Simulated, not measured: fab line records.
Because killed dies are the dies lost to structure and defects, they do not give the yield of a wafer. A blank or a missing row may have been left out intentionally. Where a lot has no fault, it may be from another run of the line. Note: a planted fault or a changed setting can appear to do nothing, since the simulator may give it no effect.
Which tool was responsible?    flow n5-finfet    11 lots with 31 wafers sampled at 5 steps, on a route of 1938 steps

WHAT THE GAUGES READ, wafer by wafer
N5_BEOL_M4_RC_MEAS_101. Usual: DIBL_N 36.6 mV/V, standard deviation 2.1; DIBL_P 36.5 mV/V, standard deviation 2.7; IOFF_N 0.17 nA/um, standard deviation 0.043; IOFF_P 0.22 nA/um, standard deviation 0.045; ION_N 674 uA/um, standard deviation 17; ION_P 461 uA/um, standard deviation 9.9; SS_N 71.7 mV/dec, standard deviation 0.79; SS_P 73.4 mV/dec, standard deviation 0.79; VT_N 249 mV, standard deviation 4; VT_P -250 mV, standard deviation 3.3.
lot   measured      on         DIBL_N (mV/V)   DIBL_P (mV/V)   IOFF_N (nA/um)  IOFF_P (nA/um)  ION_N (uA/um)  ION_P (uA/um)  SS_N (mV/dec)   SS_P (mV/dec)   VT_N (mV)    VT_P (mV)       flag
L867  day 8 23:49   prober-02  37.2 31.8 34.4  35.6 30.3 34.2  0.18 0.10 0.14  0.23 0.16 0.21  672 658 681    466 458 475    71.4 69.4 70.2  73.3 72.2 73.3  247 253 250  -248 -252 -249  
L869  day 9 08:06   prober-02  34.9 35.6 36.0  34.8 34.2 34.3  0.16 0.17 0.17  0.26 0.25 0.25  695 653 679    487 460 465    71.3 71.6 71.9  72.6 73.1 73.2  249 250 248  -244 -245 -246  
L872  day 9 16:56   prober-02  39.1 41.6 41.1  38.8 42.6 42.1  0.20 0.28 0.23  0.23 0.30 0.28  668 695 702    454 467 472    72.6 72.6 72.1  73.9 74.9 74.9  249 243 247  -251 -248 -249  
L875  day 10 02:13  prober-02  35.5 37.8       36.0 38.4       0.15 0.19       0.23 0.27       673 682        467 478        71.9 72.0       73.6 74.2       248 249      -246 -246       
L880  day 11 13:39  prober-02  34.3 39.3 37.2  33.8 40.0 37.4  0.13 0.23 0.18  0.17 0.26 0.22  665 699 682    460 466 461    71.2 72.1 71.0  74.0 74.0 73.3  250 242 248  -251 -248 -249  
L879  day 12 05:52  prober-02  35.7 36.4 35.5  36.7 37.6 36.8  0.15 0.16 0.14  0.22 0.24 0.22  667 666 673    466 466 465    71.7 71.9 70.7  73.9 73.5 73.5  253 252 252  -248 -247 -249  
L881  day 12 05:59  prober-01  39.8 36.4 31.1  41.0 36.3 30.7  0.22 0.14 0.09  0.27 0.19 0.13  696 658 644    465 452 447    72.8 71.2 69.8  74.6 72.9 72.0  245 255 257  -246 -252 -255  
L882  day 12 10:00  prober-02  37.2 39.3 35.4  38.4 40.1 35.7  0.15 0.21 0.14  0.22 0.26 0.18  660 677 668    455 462 460    72.0 72.3 71.1  73.3 73.8 72.7  252 245 248  -249 -247 -250  
L883  day 12 11:46  prober-02  37.5 36.2       37.3 36.1       0.21 0.18       0.22 0.20       678 699        460 469        71.7 71.6       73.9 73.4       244 246      -250 -250       
L885  day 12 18:49  prober-01  37.2 36.0 37.9  37.7 36.6 38.2  0.18 0.17 0.19  0.24 0.23 0.24  699 678 664    478 465 456    72.0 71.1 72.0  73.5 73.3 73.2  247 246 245  -246 -247 -249  
L886  day 12 20:22  prober-02  35.6 35.8 37.1  35.6 36.1 37.1  0.15 0.16 0.19  0.19 0.19 0.22  665 681 673    447 456 449    71.4 71.3 72.3  73.5 73.6 73.9  252 250 246  -254 -254 -253  

WHICH TOOL RAN EACH LOT (tool, then ch and the chambers of the sampled wafers, then the start)
lot   N5_BEOL_M1_ANNEAL_82          N5_BEOL_M1_SPUTTER_88         N5_BEOL_M1_SPUTTER_94         N5_BEOL_M1_ANNEAL_95
L867  pvd-sputter-02, day 7 18:48   pvd-sputter-02, day 7 19:10   pvd-sputter-02, day 7 19:49   pvd-sputter-02, day 7 19:54
L869  pvd-sputter-02, day 7 22:29   pvd-sputter-02, day 7 22:50   pvd-sputter-02, day 7 23:30   pvd-sputter-02, day 7 23:35
L872  pvd-sputter-01, day 8 01:40   pvd-sputter-01, day 8 02:02   pvd-sputter-01, day 8 02:41   pvd-sputter-01, day 8 02:46
L875  pvd-sputter-02, day 8 16:29   pvd-sputter-02, day 8 16:50   pvd-sputter-02, day 8 17:30   pvd-sputter-02, day 8 17:35
L880  pvd-sputter-01, day 10 08:37  pvd-sputter-01, day 10 08:59  pvd-sputter-01, day 10 09:38  pvd-sputter-01, day 10 09:43
L879  pvd-sputter-03, day 10 13:47  pvd-sputter-03, day 10 14:08  pvd-sputter-03, day 10 14:48  pvd-sputter-03, day 10 14:53
L881  pvd-sputter-01, day 10 15:34  pvd-sputter-01, day 10 15:56  pvd-sputter-01, day 10 16:35  pvd-sputter-01, day 10 16:40
L882  pvd-sputter-03, day 10 17:06  pvd-sputter-03, day 10 17:28  pvd-sputter-03, day 10 18:07  pvd-sputter-03, day 10 18:12
L883  pvd-sputter-01, day 10 20:05  pvd-sputter-01, day 10 20:27  pvd-sputter-01, day 10 21:07  pvd-sputter-01, day 10 21:11
L885  pvd-sputter-01, day 11 07:35  pvd-sputter-01, day 11 07:57  pvd-sputter-01, day 11 08:37  pvd-sputter-01, day 11 08:41
L886  pvd-sputter-03, day 11 10:47  pvd-sputter-03, day 11 11:09  pvd-sputter-03, day 11 11:49  pvd-sputter-03, day 11 11:53
- N5_BEOL_M1_ANNEAL_82: time 240 s.
- N5_BEOL_M1_SPUTTER_88: material Cu, target thk 4.5 nm, time 8.29 s.
- N5_BEOL_M1_SPUTTER_94: material Cu, target thk 4.5 nm, time 8.29 s.
- N5_BEOL_M1_ANNEAL_95: time 240 s.

AS READ BY THE TOOLS THEMSELVES (means over the sampled wafers that have a number; for cases with no such wafer, the mark the record gives instead)
N5_BEOL_M1_ANNEAL_82. Usual: 860 W for heater-power-w, sd 130.
lot   tool            heater-power-w (W)  flag
L867  pvd-sputter-02  819                 
L869  pvd-sputter-02  821                 
L872  pvd-sputter-01  1040                
L875  pvd-sputter-02  732                 
L880  pvd-sputter-01  953                 
L879  pvd-sputter-03  802                 
L881  pvd-sputter-01  961                 
L882  pvd-sputter-03  829                 
L883  pvd-sputter-01  811                 
L885  pvd-sputter-01  956                 
L886  pvd-sputter-03  776                 

N5_BEOL_M1_SPUTTER_88. Usual: chamber-pressure-pa 0.07002 Pa, standard deviation 0.00015; chuck-gas-flow-sccm 1.27 sccm, standard deviation 0.054; throttle-valve-pct 30.1 %, standard deviation 0.87.
lot   tool            chamber-pressure-pa (Pa)  chuck-gas-flow-sccm (sccm)  throttle-valve-pct (%)  flag
L867  pvd-sputter-02  0.07003                   1.28                        30.1                    
L869  pvd-sputter-02  0.07012                   1.28                        30.0                    
L872  pvd-sputter-01  0.07014                   1.24                        30.0                    
L875  pvd-sputter-02  0.06986                   1.27                        29.8                    
L880  pvd-sputter-01  0.07001                   1.29                        30.0                    
L879  pvd-sputter-03  0.07000                   1.22                        30.7                    
L881  pvd-sputter-01  0.07000                   1.30                        30.0                    
L882  pvd-sputter-03  0.07009                   1.28                        31.0                    
L883  pvd-sputter-01  0.07018                   1.23                        29.2                    
L885  pvd-sputter-01  0.06982                   1.22                        30.1                    
L886  pvd-sputter-03  0.07012                   1.23                        31.3                    

N5_BEOL_M1_SPUTTER_94. Usual: chamber-pressure-pa 0.07001 Pa, standard deviation 0.00015; chuck-gas-flow-sccm 1.26 sccm, standard deviation 0.058; throttle-valve-pct 30.1 %, standard deviation 0.9.
lot   tool            chamber-pressure-pa (Pa)  chuck-gas-flow-sccm (sccm)  throttle-valve-pct (%)  flag
L867  pvd-sputter-02  0.07006                   1.24                        30.0                    
L869  pvd-sputter-02  0.07009                   1.32                        30.1                    
L872  pvd-sputter-01  0.06999                   1.30                        29.9                    
L875  pvd-sputter-02  0.07014                   1.27                        29.6                    
L880  pvd-sputter-01  -                         -                           -                       OFF
L879  pvd-sputter-03  -                         -                           -                       OFF
L881  pvd-sputter-01  -                         -                           -                       OFF
L882  pvd-sputter-03  0.06981                   1.22                        31.2                    
L883  pvd-sputter-01  0.07000                   1.34                        29.1                    
L885  pvd-sputter-01  0.06993                   1.25                        30.2                    
L886  pvd-sputter-03  0.07000                   1.25                        31.4                    

N5_BEOL_M1_ANNEAL_95. Usual: 861 W for heater-power-w, sd 130.
lot   tool            heater-power-w (W)  flag
L867  pvd-sputter-02  827                 
L869  pvd-sputter-02  823                 
L872  pvd-sputter-01  1054                
L875  pvd-sputter-02  738                 
L880  pvd-sputter-01  942                 
L879  pvd-sputter-03  794                 
L881  pvd-sputter-01  959                 
L882  pvd-sputter-03  814                 
L883  pvd-sputter-01  820                 
L885  pvd-sputter-01  974                 
L886  pvd-sputter-03  782                 

THE ANSWER, worked out from the rows above alone
Rule: lot off if the mean of its wafers having a number is beyond 3 standard deviations from the usual mean. Also off: a lot with no number at a reading for which 4 or more lots have one. Any other lot the step has rows for is counted as sound. Order of review: gauges by route order, followed by the tools' own readings, for which a lot's mean as printed above is used. At the first step where some lot is off, the reading lying furthest off is the one used; lots without a number count as furthest.
Off: L880, L879, L881 (N5_BEOL_M1_SPUTTER_94, chamber-pressure-pa). Without a number there: L880, L879, L881.
A tool fits if, at that step or a process step before it, it ran every lot that is off, and no sound lot after the first of them. Of those tried, none fits.

WHAT THE SIMULATOR HAD PUT IN
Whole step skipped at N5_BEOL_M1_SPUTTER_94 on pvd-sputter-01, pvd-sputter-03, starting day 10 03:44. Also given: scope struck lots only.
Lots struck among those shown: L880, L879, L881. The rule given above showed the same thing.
